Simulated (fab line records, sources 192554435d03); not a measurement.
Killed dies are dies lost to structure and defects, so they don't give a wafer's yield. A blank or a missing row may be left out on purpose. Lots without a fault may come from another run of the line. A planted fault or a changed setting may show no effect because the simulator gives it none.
fab line records | flow n5_finfet | part 1 of 2: steps 1 to 3 of 6
record lots=23 wafers=69 last_day=17
route steps=1938 shown BEOL_M10@1514 BEOL_M11@1557 BEOL_M12@1602
lots that met no fault: from a run of the same line without faults
start_h: hours from the record's first day to the start of the lot's first wafer shown | wait_h: hours since the lot's step before | " the same as in the row above | L1.1+2: a row that stands for several wafers | - no value, or no start given | * or withheld: withheld | < > ~ a bound
route shown NAME@n: a module of which the file shows steps, and the number in the route of the first | usual: mean/standard deviation of fault-free wafers | same: alike in all rows | chamber/n: place in a boat | sites: the reading at each site | _std_site: their standard deviation | _edge_site: outer sites' mean less inner sites' | radius_mm: how far each site lies from the wafer's centre | mask NAME#n: copy n | behind: the tool/chamber that last shaped the wafer | hold: why the lot was held/for how many hours/how that ended | device: the transistor (n, p or np) that didn't switch | end of line: the same wafers' tests at the end of the route | a step without rows: its recipe alone | killed: dies lost to structure and defects at the first sort, not the wafer's yield | map: a wafer's dies, x killed, . not, _ none there
set.NAME: the setting as run; set.NAME@STEP: as run at that earlier step | model.NAME: the simulator's own value behind a step, which no gauge read
steps of the route over a sample of lots; a table a step, a row a wafer
services: from which hour (start_h, from the record's first day; less than 0 if before it) a tool's chamber was out of use, for how many hours, and why
## steps
# step N5_BEOL_M10_STRIP_77
# recipe chemistry=N2/H2 time_s=10 power_w=450 temp_c=40 pressure_mtorr=20 rf_frequency_hz=6e+07 bias_power_w=7 n2_flow_sccm=200 h2_flow_sccm=200
# usual drypump_motor_current_A=5.6/0.36 h2_flow_sccm=200.1/0.58 oes_product_au=0.77/0.086 rf_vpp_V=59.2/0.86 showerhead_plenum_p_Torr=2.52/0.078 throttle_valve_pct=23.56/0.25
# same time_s=10
# columns lot.wafer tool chamber start_h wait_h drypump_motor_current_A h2_flow_sccm oes_product_au rf_hours_counter_h rf_vpp_V showerhead_plenum_p_Torr throttle_valve_pct
L074.1 rie_diel-05 2 - - 5.6 199.3 0.74 195 58.6 2.62 23.20
L074.3 " 1 " " 5.2 199.0 0.71 197 58.1 2.52 23.71
L074.6 " 1 " " 5.2 200.0 0.71 - 59.2 2.52 23.70
L076.1 rie_diel-05 3 - - 5.2 200.7 0.89 28 59.2 2.48 23.81
L076.4 " 2 " " 5.7 199.8 0.74 197 59.4 2.62 23.20
L076.6 " 1 " " 5.2 200.4 0.71 - 58.9 2.52 23.72
L075.1 rie_diel-05 1 - - 5.2 200.7 0.71 202 59.6 2.52 23.72
L075.3 " 3 " " 5.2 200.0 0.90 30 59.8 2.48 23.82
L075.6 " 0 " " 5.7 200.9 0.71 - 60.7 2.51 23.59
L077.2 rie_diel-05 0 - - 5.7 200.1 0.70 212 58.4 2.51 23.60
L077.3 " 2 " " 5.7 199.5 0.75 207 61.0 2.61 23.21
L077.5 " 1 " " 5.2 200.7 0.71 - 59.7 2.51 23.73
L079.2 rie_diel-06 3 - - 6.4 199.3 0.70 226 58.4 2.40 23.40
L079.4 " 1 " " 5.4 200.1 0.75 163 60.6 2.52 23.09
L079.6 " 0 " " 5.0 200.9 1.01 - 59.1 2.60 23.56
L081.3 rie_diel-05 0 - - 5.7 200.0 0.69 215 59.1 2.50 23.59
L081.5 " 2 " " 5.7 200.5 0.73 - 58.3 2.61 23.21
L081.6 " 0 " " 5.7 199.3 0.70 - 59.6 2.51 23.60
L078.1 rie_diel-03 1 - - 5.3 199.9 0.91 34 58.4 2.59 23.85
L078.2 " 3 " " 5.6 199.6 0.86 68 58.4 2.47 23.60
L078.5 " 1 " " 5.3 200.4 0.91 - 60.7 2.59 23.85
L080.1 rie_diel-03 3 - - 5.6 199.1 0.85 68 58.8 2.47 23.59
L080.4 " 0 " " 6.1 199.8 0.79 127 59.4 2.43 23.47
L080.5 " 0 " " 6.1 199.2 0.78 - 60.0 2.43 23.44
L082.1 rie_diel-06 1 - - 5.4 200.3 0.75 167 59.2 2.52 23.12
L082.2 " 0 " " 5.1 200.6 0.97 4 59.0 2.60 23.55
L082.5 " 0 " " 5.0 200.2 0.98 - 59.4 2.60 23.56
L083.2 rie_diel-05 3 - - 5.2 200.2 0.85 46 58.4 2.47 23.84
L083.3 " 0 " " 5.7 199.1 0.68 224 57.9 2.50 23.60
L083.4 " 1 " " 5.2 199.7 0.70 221 59.7 2.51 23.75
L085.1 rie_diel-05 2 - - 5.6 201.0 0.72 222 59.3 2.61 23.23
L085.2 " 0 " " 5.7 200.2 0.68 227 58.2 2.50 23.61
L085.3 " 3 " " 5.2 200.4 0.85 49 59.1 2.47 23.82
L086.1 rie_diel-05 1 - - 5.2 199.7 0.69 227 59.0 2.51 23.75
L086.2 " 0 " " 5.7 198.7 0.68 231 60.7 2.50 23.61
L086.4 " 2 " " 5.7 200.4 0.72 225 60.2 2.61 23.24
L088.2 rie_diel-05 0 - - 5.7 199.9 0.69 232 58.0 2.50 23.62
L088.3 " 1 " " 5.2 198.2 0.69 227 60.2 2.51 23.76
L088.5 " 0 " " 5.7 199.5 0.68 - 59.7 2.50 23.63
L087.1 rie_diel-03 2 - - 6.2 200.5 0.70 213 59.3 2.42 23.89
L087.5 " 2 " " 6.2 200.6 0.70 - 58.3 2.42 23.92
L087.6 " 3 " " 5.6 200.1 0.83 - 59.6 2.46 23.61
L089.2 rie_diel-06 3 - - 6.4 200.4 0.68 245 58.0 2.39 23.42
L089.5 " 3 " " 6.5 200.1 0.68 - 58.3 2.39 23.41
L089.6 " 0 " " 5.1 200.0 0.91 - 59.8 2.59 23.58
L092.1 rie_diel-06 3 - - 6.4 201.0 0.69 246 58.4 2.39 23.43
L092.2 " 1 " " 5.4 200.0 0.72 187 59.4 2.51 23.13
L092.4 " 0 " " 5.0 199.9 0.91 24 59.7 2.59 23.59
L091.1 rie_diel-06 2 - - 5.7 200.4 0.86 49 59.1 2.70 23.31
L091.2 " 1 " " 5.4 199.9 0.72 187 58.4 2.51 23.14
L091.6 " 1 " " 5.4 199.5 0.72 - 59.4 2.51 23.13
L090.1 rie_diel-05 3 - - 5.2 200.0 0.84 63 58.4 2.47 23.85
L090.3 " 2 " " 5.6 199.1 0.72 234 59.5 2.60 23.25
L090.4 " 0 " " 5.7 198.9 0.68 240 59.3 2.49 23.63
L093.2 rie_diel-05 0 - - 5.7 199.1 0.67 244 59.0 2.49 23.64
L093.5 " 0 " " 5.7 199.9 0.66 - 58.6 2.49 23.64
L093.6 " 1 " " 5.2 199.5 0.69 - 58.7 2.50 23.77
L094.3 rie_diel-06 0 - - 5.1 200.5 0.90 30 58.9 2.58 23.59
L094.4 " 1 " " 5.4 200.4 0.71 - 58.1 2.51 23.13
L094.5 " 0 " " 5.1 200.1 0.90 - 58.9 2.59 23.59
L095.1 rie_diel-05 0 - - 5.7 199.7 0.67 247 59.3 2.49 23.65
L095.2 " 1 " " 5.2 200.2 0.68 243 59.3 2.50 23.79
L095.6 " 2 " " 5.7 200.0 0.71 - 58.2 2.60 23.27
L096.1 rie_diel-03 0 - - 6.1 200.1 0.74 165 57.9 2.42 23.49
L096.2 " 2 " " 6.2 201.0 0.68 234 58.2 2.41 23.93
L096.5 " 3 " " 5.6 200.9 0.82 - 59.0 2.45 23.63
L097.1 rie_diel-03 3 - - 5.6 200.0 0.82 103 60.3 2.45 23.62
L097.2 " 0 " " 6.1 200.3 0.75 165 58.8 2.42 23.50
L097.5 " 1 " " 5.3 200.0 0.85 - 58.4 2.57 23.90
# step N5_BEOL_M11_HM_OPEN_17
# recipe chemistry=Cl2/BCl3 target_depth_a=200 overetch_a=60 target=TiN mask_material=SOC ion_energy_ev=150 pressure_mtorr=10 icp_w=1000 bias_w=126 Cl2_flow_sccm=53.25 bcl3_flow_sccm=21.75 Ar_flow_sccm=25
# usual drypump_motor_current_A=5.6/0.32 mfc_cl2_sccm=53.25/0.16 oes_product_au=0.72/0.055 throttle_valve_pct=22.08/0.16
# columns lot.wafer tool chamber start_h wait_h drypump_motor_current_A mfc_cl2_sccm oes_product_au rf_hours_counter_h throttle_valve_pct
L074.1 rie_metal-01 1 210.44 0.1 5.5 53.22 0.76 8 21.97
L074.3 " 1 " " 5.5 53.32 0.77 - 21.97
L074.6 " 0 " " 5.2 53.09 0.73 - 21.95
L076.1 rie_metal-02 1 222.14 0.0 5.3 52.98 0.80 6 22.43
L076.4 " 1 " " 5.3 52.99 0.80 - 22.40
L076.6 " 1 " " 5.3 52.99 0.78 - 22.42
L075.1 rie_metal-03 1 228.10 0.0 5.7 53.34 0.76 12 21.97
L075.3 " 1 " " 5.8 53.03 0.75 - 21.98
L075.6 " 1 " " 5.8 53.09 0.75 - 21.97
L077.2 rie_metal-02 0 247.28 0.0 6.3 53.16 0.53 121 22.23
L077.3 " 1 " " 5.3 53.20 0.78 - 22.42
L077.5 " 1 " " 5.3 53.30 0.79 - 22.40
L079.2 rie_metal-03 0 251.10 0.0 5.7 53.60 0.68 38 22.04
L079.4 " 1 " " 5.7 53.61 0.74 - 21.98
L079.6 " 0 " " 5.6 53.13 0.68 - 22.03
L081.3 rie_metal-01 1 254.80 0.1 5.5 53.40 0.76 - 21.98
L081.5 " 0 " " 5.2 53.34 0.71 - 21.96
L081.6 " 1 " " 5.5 53.42 0.75 - 21.97
L080.1 rie_metal-03 1 255.19 0.0 5.7 53.31 0.74 14 21.98
L080.4 " 1 " " 5.7 53.36 0.74 - 21.96
L080.5 " 1 " " 5.7 53.30 0.74 - 21.97
L078.1 rie_metal-02 1 255.36 0.0 5.3 53.10 0.79 10 22.40
L078.2 " 0 " " 6.2 53.07 0.55 122 22.18
L078.5 " 1 " " 5.3 52.88 0.80 - 22.38
L082.1 rie_metal-03 0 259.14 0.0 5.7 53.52 0.67 38 22.03
L082.2 " 1 " " 5.7 53.38 0.74 14 21.97
L082.5 " 0 " " 5.6 53.42 0.67 - 22.04
L083.2 rie_metal-03 0 278.85 0.0 5.7 53.11 0.66 40 22.06
L083.3 " 1 " " 5.7 53.20 0.73 - 21.98
L083.4 " 0 " " 5.6 53.03 0.67 - 22.06
L085.1 rie_metal-02 1 288.14 0.0 5.3 53.26 0.77 13 22.41
L085.2 " 0 " " 6.3 53.09 0.84 0 22.06
L085.3 " 1 " " 5.3 53.36 0.77 - 22.42
L086.1 rie_metal-03 1 298.71 0.0 5.7 53.17 0.73 18 21.97
L086.2 " 0 " " 5.7 53.17 0.67 43 22.05
L086.4 " 0 " " 5.7 53.08 0.65 - 22.04
L088.2 rie_metal-01 1 302.13 0.0 5.5 53.18 0.72 17 22.00
L088.3 " 1 " " 5.5 53.05 0.72 - 21.99
L088.5 " 0 " " 5.1 53.18 0.71 - 21.96
L087.1 rie_metal-03 0 302.19 0.1 5.6 53.35 0.67 43 22.04
L087.5 " 1 " " 5.8 52.99 0.73 - 21.96
L087.6 " 0 " " 5.6 53.21 0.66 - 22.03
L089.2 rie_metal-01 1 317.16 0.0 5.5 53.11 0.71 18 22.01
L089.5 " 1 " " 5.5 53.23 0.72 - 22.01
L089.6 " 0 " " 5.1 53.10 0.68 - 21.99
L092.1 rie_metal-03 1 321.79 0.0 5.7 53.22 0.73 20 21.97
L092.2 " 0 " " 5.6 53.29 0.66 44 22.04
L092.4 " 1 " " 5.7 53.28 0.74 - 21.96
L091.1 rie_metal-02 0 321.95 0.0 6.3 53.17 0.78 4 22.04
L091.2 " 1 " " 5.3 53.62 0.75 17 22.42
L091.6 " 1 " " 5.3 53.49 0.75 - 22.43
L090.1 rie_metal-03 1 322.14 0.0 5.7 53.30 0.73 20 22.00
L090.3 " 0 " " 5.7 53.38 0.66 - 22.05
L090.4 " 1 " " 5.7 53.24 0.72 - 21.99
L093.2 rie_metal-01 1 332.32 0.0 5.5 53.18 0.71 19 22.01
L093.5 " 1 " " 5.5 53.21 0.71 - 22.01
L093.6 " 0 " " 5.1 53.50 0.69 - 21.97
L094.3 rie_metal-01 1 339.07 0.1 5.5 53.20 0.72 - 22.01
L094.4 " 0 " " 5.2 53.49 0.68 - 21.99
L094.5 " 0 " " 5.2 53.47 0.70 - 21.99
L095.1 rie_metal-02 1 341.57 0.0 5.3 53.21 0.75 19 22.43
L095.2 " 0 " " 6.3 53.14 0.76 6 22.08
L095.6 " 0 " " 6.3 52.97 0.76 - 22.07
L096.1 rie_metal-02 0 363.86 0.0 6.2 53.34 0.74 8 22.06
L096.2 " 1 " " 5.3 53.38 0.73 21 22.43
L096.5 " 0 " " 6.2 53.20 0.76 - 22.08
L097.1 rie_metal-03 0 364.45 0.0 5.7 53.38 0.66 47 22.04
L097.2 " 1 " " 5.7 53.22 0.72 23 21.98
L097.5 " 0 " " 5.6 53.18 0.66 - 22.02
# step N5_BEOL_M11_STRIP_77
# recipe chemistry=N2/H2 time_s=10 power_w=450 temp_c=40 pressure_mtorr=20 rf_frequency_hz=6e+07 bias_power_w=7 n2_flow_sccm=200 h2_flow_sccm=200
# usual drypump_motor_current_A=5.5/0.5 h2_flow_sccm=200.0/0.61 oes_product_au=0.81/0.097 rf_vpp_V=59.3/0.78 showerhead_plenum_p_Torr=2.55/0.084 throttle_valve_pct=23.5/0.31
# same time_s=10
# columns lot.wafer tool chamber start_h wait_h drypump_motor_current_A h2_flow_sccm oes_product_au rf_hours_counter_h rf_vpp_V showerhead_plenum_p_Torr throttle_valve_pct
L074.1 rie_diel-04 2 - - 4.7 200.1 0.89 34 59.9 2.71 23.6
L074.3 " 3 " " 5.9 200.4 0.70 225 57.8 2.39 23.8
L074.6 " 0 " " 5.4 199.9 0.91 - 60.2 2.48 23.4
L076.1 rie_diel-04 0 - - 5.4 199.5 0.90 29 58.4 2.48 23.4
L076.4 " 1 " " 5.1 199.5 0.99 8 59.6 2.61 23.4
L076.6 " 2 " " 4.7 199.6 0.89 - 60.2 2.71 23.6
L075.1 rie_diel-01 3 - - 5.7 199.7 0.69 209 59.8 2.61 23.3
L075.3 " 1 " " 6.0 201.0 0.95 15 59.5 2.47 22.8
L075.6 " 1 " " 6.0 200.5 0.95 - 59.4 2.47 22.8
L077.2 rie_diel-01 3 - - 5.7 199.3 0.68 215 58.4 2.60 23.3
L077.3 " 2 " " 5.4 200.1 0.70 200 58.6 2.54 23.9
L077.5 " 3 " " 5.7 198.5 0.69 - 59.0 2.60 23.3
L079.2 rie_diel-04 2 - - 4.7 200.4 0.87 45 60.1 2.70 23.6
L079.4 " 1 " " 5.1 199.7 0.95 17 59.1 2.60 23.4
L079.6 " 3 " " 5.9 199.6 0.69 - 59.5 2.39 23.8
L081.3 rie_diel-04 2 - - 4.7 199.7 0.87 47 59.6 2.70 23.6
L081.5 " 3 " " 5.9 199.4 0.68 - 60.4 2.39 23.8
L081.6 " 0 " " 5.4 200.2 0.89 - 59.0 2.48 23.4
L080.1 rie_diel-02 1 - - 5.6 200.0 0.74 185 59.6 2.61 23.5
L080.4 " 0 " " 6.5 200.2 0.93 13 59.1 2.60 23.3
L080.5 " 3 " " 5.0 201.0 0.83 - 58.4 2.47 23.9
L078.1 rie_diel-04 1 - - 5.1 200.2 0.94 18 59.6 2.60 23.4
L078.2 " 2 " " 4.7 199.8 0.85 47 59.5 2.70 23.6
L078.5 " 1 " " 5.1 199.3 0.94 - 59.6 2.60 23.4
L082.1 rie_diel-02 2 - - 5.2 201.1 0.70 233 59.0 2.52 23.7
L082.2 " 1 " " 5.6 199.9 0.73 186 58.5 2.61 23.5
L082.5 " 1 " " 5.6 200.6 0.73 - 59.6 2.61 23.5
L083.2 rie_diel-01 3 - - 5.7 199.1 0.67 224 59.1 2.60 23.4
L083.3 " 0 " " 5.4 199.5 0.80 107 60.5 2.67 23.6
L083.4 " 1 " " 6.0 200.2 0.92 30 59.8 2.46 22.8
L085.1 rie_diel-02 0 - - 6.5 199.9 0.90 23 58.7 2.60 23.3
L085.2 " 2 " " 5.1 199.3 0.70 243 58.3 2.52 23.7
L085.3 " 3 " " 4.9 199.3 0.83 77 59.3 2.47 23.9
L086.1 rie_diel-02 2 - - 5.1 200.6 0.69 247 59.7 2.51 23.7
L086.2 " 0 " " 6.5 199.7 0.89 27 58.6 2.59 23.3
L086.4 " 1 " " 5.6 200.9 0.72 195 58.6 2.60 23.5
L088.2 rie_diel-04 1 - - 5.1 199.9 0.92 30 59.7 2.60 23.4
L088.3 " 2 " " 4.7 199.6 0.84 60 60.2 2.70 23.7
L088.5 " 2 " " 4.7 199.4 0.84 - 58.3 2.70 23.6
L087.1 rie_diel-01 2 - - 5.4 198.5 0.69 216 60.5 2.53 24.0
L087.5 " 3 " " 5.7 200.7 0.67 - 59.5 2.60 23.4
L087.6 " 2 " " 5.4 199.4 0.69 - 58.5 2.53 24.0
L089.2 rie_diel-01 2 - - 5.4 200.1 0.68 222 58.1 2.53 24.0
L089.5 " 2 " " 5.5 199.7 0.68 - 58.6 2.53 24.0
L089.6 " 1 " " 5.9 201.0 0.88 - 59.4 2.46 22.8
L091.1 rie_diel-02 3 - - 4.9 201.1 0.82 89 57.9 2.46 23.9
L091.2 " 0 " " 6.5 200.2 0.88 35 58.7 2.59 23.3
L091.6 " 3 " " 5.0 199.5 0.80 - 60.3 2.46 23.9
L092.1 rie_diel-02 1 - - 5.6 200.4 0.71 203 59.3 2.60 23.5
L092.2 " 0 " " 6.5 200.4 0.87 35 58.6 2.59 23.3
L092.4 " 1 " " 5.6 200.9 0.71 - 60.6 2.60 23.5
L090.1 rie_diel-02 0 - - 6.6 199.8 0.87 36 58.6 2.59 23.3
L090.3 " 3 " " 4.9 200.9 0.80 90 59.6 2.46 23.9
L090.4 " 0 " " 6.5 200.3 0.87 - 58.8 2.59 23.3
L093.2 rie_diel-02 3 - - 4.9 200.2 0.81 93 60.7 2.46 23.9
L093.5 " 1 " " 5.6 199.6 0.71 - 58.3 2.60 23.5
L093.6 " 0 " " 6.5 199.9 0.87 - 60.4 2.59 23.3
L094.3 rie_diel-04 3 - - 5.9 197.9 0.95 7 59.5 2.70 23.6
L094.4 " 1 " " 5.1 199.9 0.90 44 60.0 2.59 23.5
L094.5 " 1 " " 5.1 201.0 0.89 - 58.1 2.59 23.5
L095.1 rie_diel-01 1 - - 6.0 199.3 0.88 49 59.7 2.45 22.8
L095.2 " 2 " " 5.4 200.2 0.68 229 59.9 2.53 24.0
L095.6 " 0 " " 5.3 200.7 0.77 - 59.5 2.66 23.6
L096.1 rie_diel-01 1 - - 6.0 200.7 0.86 56 59.4 2.45 22.8
L096.2 " 0 " " 5.4 200.2 0.76 135 58.1 2.65 23.7
L096.5 " 1 " " 6.0 200.6 0.87 - 58.8 2.45 22.8
L097.1 rie_diel-02 2 - - 5.1 200.1 0.97 10 59.5 2.51 23.4
L097.2 " 3 " " 5.0 199.9 0.80 103 60.1 2.45 24.0
L097.5 " 2 " " 5.1 200.0 0.97 - 59.9 2.51 23.4
